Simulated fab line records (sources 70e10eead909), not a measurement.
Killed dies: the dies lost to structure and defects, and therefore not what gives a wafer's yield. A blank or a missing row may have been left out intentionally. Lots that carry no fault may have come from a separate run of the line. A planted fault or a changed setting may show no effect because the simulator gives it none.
fab line records + flow nandHarc
record
- lots=6
- wafers=18
- lastDay=33
route steps=1302 shown P_CONTACT@219 END@1302
lots that met no fault: taken from a fault-free run of the same line
startH: hours from the record's opening day to when the first of the lot's shown wafers began + waitH: time in hours since the lot's previous step + " unchanged from the row above + L1.1+2: several wafers, shown together as one row + - no value present, or no start provided + * or withheld: withheld + < > ~ a bound
route shown NAME@n: NAME is a module with steps in the file, n the number in the route of the first one + usual: average and standard deviation across the fault-free wafers + same: alike in all rows + chamber/n: place in a boat + sites: per-site readings + _std_site: the standard deviation of these + _edge_site: mean of outer sites minus mean of inner sites + radiusMm: for every site, how far away it sits from the centre of the wafer + mask NAME#n: copy n + behind: the tool/chamber that last shaped the wafer + hold: what put the lot on hold/how long, in hours/how the hold closed + device: the transistor (n, p or np) that didn't switch + end of line: the tests these same wafers got at the end of their route + for a step that has no rows: nothing shown but its recipe + killed: dies lost to structure and defects at the first sort, not the wafer's yield + map: dies across one wafer; x = killed, . = not, _ = none there
set.NAME: the run value of the setting; set.NAME@STEP: its run value at that earlier step + model.NAME: the simulator's own value behind a step, which no gauge read
lots at selected steps of the route; one table per step, one row per wafer
services: when a tool's chamber went out of use (startH, in hours from the record's first day, below 0 if earlier), for how many hours, and the reason
## steps
# step NHARC_P_CONTACT_CMP_01
# recipe
- targetThkNm=200
- material=SiO2
# usual
- motorCurrentA=12.0/1.3
| lot.wafer | tool   | chamber | startH | waitH | motorCurrentA |
|-----------|--------|---------|--------|-------|---------------|
| L380.4    | cmp-01 | 1       | 211.84 | -     | 10.5          |
| L380.3    | "      | 2       | "      | "     | 12.5          |
| L380.5    | "      | 0       | "      | "     | 14.3          |
| L381.2    | cmp-04 | 2       | 216.98 | -     | 11.0          |
| L381.3    | "      | 3       | "      | "     | 11.3          |
| L381.1    | "      | 0       | "      | "     | 10.4          |
| L387.1    | cmp-01 | 0       | 279.16 | -     | 14.0          |
| L387.2    | "      | 1       | "      | "     | 10.4          |
| L387.5    | "      | 3       | "      | "     | 11.3          |
| L388.2    | cmp-04 | 3       | 285.75 | -     | 11.9          |
| L388.4    | "      | 1       | "      | "     | 11.0          |
| L388.5    | "      | 3       | "      | "     | 12.0          |
| L390.3    | cmp-03 | 0       | 308.06 | -     | 12.4          |
| L390.4    | "      | 3       | "      | "     | 12.6          |
| L390.5    | "      | 0       | "      | "     | 12.1          |
| L394.4    | cmp-03 | 1       | 350.13 | -     | 14.0          |
| L394.2    | "      | 2       | "      | "     | 11.4          |
| L394.5    | "      | 1       | "      | "     | 13.7          |
# step NHARC_P_CONTACT_SRD_03
# step NHARC_P_CONTACT_DEHYDRATE_04
# recipe
- tempC=150
- timeS=120
# step NHARC_P_CONTACT_HMDS_05
# recipe
- timeS=30
# step NHARC_P_CONTACT_COAT_33
# recipe
- tempC=260
- timeS=75
# step NHARC_P_CONTACT_COAT_34
# recipe
- tempC=225
- timeS=65
# step NHARC_P_CONTACT_COAT_06
# recipe
- spinRpm=1500
- resistThkNm=90
# step NHARC_P_CONTACT_SOFTBAKE_07
# recipe
- tempC=105
- timeS=55
# step NHARC_P_CONTACT_EBR_08
# step NHARC_P_CONTACT_EXPOSE_09
# recipe
- na=1.35
- targetCdNm=90
- doseMj=81.26
- maskId=P_CA
# step NHARC_P_CONTACT_PEB_10
# recipe
- pebTempC=100
- pebTimeS=65
# step NHARC_P_CONTACT_DEVELOP_11
# recipe
- developTimeS=35
- devTempC=23
# usual
- developerTempC=22.98/0.13
| lot.wafer | tool          | chamber | startH | waitH | developerTempC |
|-----------|---------------|---------|--------|-------|----------------|
| L380.3    | lithoTrack-04 | 0       | 212    | -     | 24.01          |
| L380.4    | "             | 0       | "      | "     | 23.91          |
| L380.5    | "             | 0       | "      | "     | 23.91          |
| L381.1    | lithoTrack-04 | 0       | 217    | -     | 23.73          |
| L381.2    | "             | 0       | "      | "     | 23.85          |
| L381.3    | "             | 0       | "      | "     | 23.60          |
| L387.1    | lithoTrack-06 | 0       | 279    | -     | 23.06          |
| L387.2    | "             | 0       | "      | "     | 23.24          |
| L387.5    | "             | 0       | "      | "     | 22.97          |
| L388.2    | lithoTrack-06 | 0       | 286    | -     | 22.96          |
| L388.4    | "             | 0       | "      | "     | 23.04          |
| L388.5    | "             | 0       | "      | "     | 22.96          |
| L390.3    | lithoTrack-01 | 0       | 308    | -     | 23.07          |
| L390.4    | "             | 0       | "      | "     | 23.14          |
| L390.5    | "             | 0       | "      | "     | 23.05          |
| L394.2    | lithoTrack-04 | 0       | 350    | -     | 22.86          |
| L394.4    | "             | 0       | "      | "     | 22.87          |
| L394.5    | "             | 0       | "      | "     | 22.70          |
# step NHARC_P_CONTACT_CD_MEAS_12
# recipe
- targetCdNm=90
- landingEnergyEv=500
# usual
- cdNm=90.0/0.53
| lot.wafer | tool     | chamber | startH | waitH | cdNm |
|-----------|----------|---------|--------|-------|------|
| L380.3    | cdSem-03 | 0       | 212.52 | -     | 90.3 |
| L380.4    | "        | 0       | "      | "     | 90.5 |
| L380.5    | "        | 0       | "      | "     | 90.7 |
| L381.1    | cdSem-02 | 0       | 217.79 | -     | 90.2 |
| L381.2    | "        | 0       | "      | "     | 90.0 |
| L381.3    | "        | 0       | "      | "     | 89.4 |
| L387.1    | cdSem-01 | 0       | 279.96 | -     | 89.6 |
| L387.2    | "        | 0       | "      | "     | 89.4 |
| L387.5    | "        | 0       | "      | "     | 89.6 |
| L388.2    | cdSem-01 | 0       | 286.56 | -     | 90.2 |
| L388.4    | "        | 0       | "      | "     | 90.6 |
| L388.5    | "        | 0       | "      | "     | 90.6 |
| L390.3    | cdSem-02 | 0       | 308.90 | -     | 90.3 |
| L390.4    | "        | 0       | "      | "     | 89.6 |
| L390.5    | "        | 0       | "      | "     | 90.0 |
| L394.2    | cdSem-01 | 0       | 350.84 | -     | 90.6 |
| L394.4    | "        | 0       | "      | "     | 90.6 |
| L394.5    | "        | 0       | "      | "     | 90.3 |
# step NHARC_END_SORT_01
# recipe
- tempC=25
# usual
- killedAtArray=61/22
- killedAtOther=0.8/1
- killedAtPeriphery=3.8/2.3
- killedDies=66/22
- killedOpen=3.2/1.9
- killedShort=2.8/1.8
# same
- grossDies=677
| lot.wafer | tool      | chamber | startH | waitH | killedAtArray | killedAtOther | killedAtPeriphery | killedDies | killedOpen | killedShort |
|-----------|-----------|---------|--------|-------|---------------|---------------|-------------------|------------|------------|-------------|
| L388.4    | prober-01 | 0       | 745.03 | 3.4   | 73            | 3             | 1                 | 77         | 1          | 2           |
# killed by level:class
L388.4 A_CHANNEL_HOLE_D1:chamberFilmFlake=32 A_SLIT:chamberFilmFlake=15 A_CHANNEL_HOLE_D2:chamberFilmFlake=10 A_CONTACT:chamberFilmFlake=6 A_DECK1_JOINT:chamberFilmFlake=2 A_CHANNEL_FILL_D2:chamberFilmFlake=2 A_STAIRCASE:chamberFilmFlake=2 THIN_TSV:chamberFilmFlake=2
## services
| tool          | chamber | startH | hours | kind                          |
|---------------|---------|--------|-------|-------------------------------|
| cmp-01        | -       | 189.50 | -     | consumableReplace:conditioner |
| cmp-01        | -       | 189.50 | -     | consumableReplace:pad         |
| lithoTrack-04 | -       | 203.00 | 7.0   | pm                            |
| cmp-04        | -       | 209.01 | 4.0   | pm                            |
| cmp-04        | -       | 213.01 | -     | consumableReplace:conditioner |
| cmp-04        | -       | 213.01 | -     | consumableReplace:pad         |
| cmp-03        | -       | 214.21 | 4.0   | repair                        |
| cmp-03        | -       | 225.44 | 0.6   | repair                        |
| cmp-04        | -       | 231.42 | 3.1   | repair                        |
| lithoTrack-01 | -       | 240.35 | -     | consumableReplace:filter      |
| cmp-03        | -       | 260.13 | 4.0   | pm                            |
| cmp-03        | -       | 264.13 | -     | consumableReplace:conditioner |
| cmp-03        | -       | 264.13 | -     | consumableReplace:pad         |
| cmp-03        | -       | 279.43 | 0.4   | repair                        |
| cmp-03        | -       | 280.30 | 0.9   | repair                        |
| cmp-01        | -       | 283.50 | 4.0   | pm                            |
| cmp-01        | -       | 287.50 | -     | consumableReplace:conditioner |
| cmp-01        | -       | 287.50 | -     | consumableReplace:pad         |
| cmp-04        | -       | 307.01 | 4.0   | pm                            |
| cmp-04        | -       | 311.01 | -     | consumableReplace:conditioner |
| cmp-04        | -       | 311.01 | -     | consumableReplace:pad         |
| lithoTrack-01 | -       | 330.00 | 7.0   | pm                            |
## key
firstSign
- step=NHARC_P_CONTACT_DEVELOP_11
- reading=developerTempC
- direction=up
- sigmas=6.8
- usual=*
- struck=*
effect none on later readings
metAt NHARC_P_CONTACT_DEVELOP_11
struckWafers L380.3,L380.4,L380.5,L381.1,L381.2,L381.3
testerLeftOut L380,L381
fault
- kind=processParameterDrift
- tool=lithoTrack-04
- chamber=-
- onsetH=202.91
- steps=NHARC_P_CONTACT_DEVELOP_11
- channel=devTempC
- offset=*
- shape=step
- endH=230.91
- actsIn=*
- stated=*
# testerLeftOut: of these lots the tester's yield and bins aren't shown, on N5 and GAA mostly nor the transistor test; their killed dies are dies lost to structure and defects alone, not to doping, threshold or leakage, so they don't give the yield
